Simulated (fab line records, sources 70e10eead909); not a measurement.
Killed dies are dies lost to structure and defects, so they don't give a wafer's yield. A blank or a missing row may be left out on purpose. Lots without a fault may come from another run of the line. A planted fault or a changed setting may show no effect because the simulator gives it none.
One fault seen from 2 desks | flow nand_harc | each desk has only its own numbers; what lay behind them comes last

THE TOOL OWNER'S DESK: rie_diel-03
The tool's own readings at NHARC_A_CONTACT_ETCH_78 (etches the open film in O2/COS, target depth 5300 nm, time 1378 s): means of the sampled wafers that have a number, for each lot that ran on this tool. A lot is out of limits, marked OUT, if its mean lies more than 4 standard deviations from the usual mean; the brackets give that distance.
Columns: A = bias_w at NHARC_A_CONTACT_ETCH_78, usual 300.0 W; B = drypump_motor_current_A at NHARC_A_CONTACT_ETCH_78, usual 5.9 A; C = oes_product_au at NHARC_A_CONTACT_ETCH_78, usual 1.000 a.u.; D = rf_vpp_V at NHARC_A_CONTACT_ETCH_78, usual 314.1 V; E = showerhead_plenum_p_Torr at NHARC_A_CONTACT_ETCH_78, usual 3.12 Torr; F = throttle_valve_pct at NHARC_A_CONTACT_ETCH_78, usual 28.330 %
lot  | first seen here | A     | B   | C     | D     | E    | F
L524 | day 23 02:58    | 300.0 | 6.0 | 1.002 | 313.8 | 3.14 | 28.336
L526 | day 24 11:49    | 299.4 | 6.1 | 1.007 | 312.8 | 3.03 | 28.331
L528 | day 24 15:35    | 300.9 | 6.0 | 1.006 | 314.0 | 3.13 | 28.328
L533 | day 25 22:13    | 299.2 | 6.3 | 1.000 | 312.5 | 2.98 | 28.332
L532 | day 26 02:05    | 300.1 | 6.3 | 0.997 | 312.0 | 2.98 | 28.328
L542 | day 30 10:32    | 299.3 | 6.3 | 1.002 | 314.5 | 3.13 | 28.332
L543 | day 30 12:25    | 299.5 | 6.0 | 0.996 | 314.3 | 3.12 | 28.322
L544 | day 31 08:30    | 299.7 | 6.3 | 1.005 | 315.8 | 3.22 | 28.330
L545 | day 32 00:19    | 300.4 | 6.3 | 0.996 | 314.4 | 3.13 | 28.336
This desk's finding: nothing out of limits on any of the 9 lots.

THE METROLOGY DESK
What the gauges read, lot by lot, whatever tool the lot ran on: means of the sampled wafers that have a number. A lot is out of limits, marked OUT, if its mean lies more than 4 standard deviations from the usual mean; the brackets give that distance.
Columns: A = overlay_x_nm at NHARC_A_CONTACT_OVL_MEAS_70, usual -0.1 nm; B = overlay_y_nm at NHARC_A_CONTACT_OVL_MEAS_70, usual -0.1 nm
lot  | first seen here | A    | B
L523 | day 22 09:38    | -1.4 | 0.8
L524 | day 23 02:16    | -1.1 | 0.1
L527 | day 24 03:41    | 0.4  | 1.0
L526 | day 24 11:01    | -0.3 | 0.5
L528 | day 24 14:35    | -0.5 | -0.1
L533 | day 25 21:31    | -0.3 | 1.0
L532 | day 26 01:11    | -0.4 | -1.4
L537 | day 28 01:20    | -0.9 | 1.5
L542 | day 30 09:50    | -0.3 | -1.2
L543 | day 30 11:43    | -0.9 | -1.2
L544 | day 31 07:47    | 0.2  | -0.8
L545 | day 31 23:37    | 1.0  | -0.3
This desk's finding: nothing out of limits on any of the 12 lots.

PUT TOGETHER
The tool owner's desk saw nothing out of limits.
The metrology desk saw nothing out of limits.

WHAT THE SIMULATOR HAD PUT IN
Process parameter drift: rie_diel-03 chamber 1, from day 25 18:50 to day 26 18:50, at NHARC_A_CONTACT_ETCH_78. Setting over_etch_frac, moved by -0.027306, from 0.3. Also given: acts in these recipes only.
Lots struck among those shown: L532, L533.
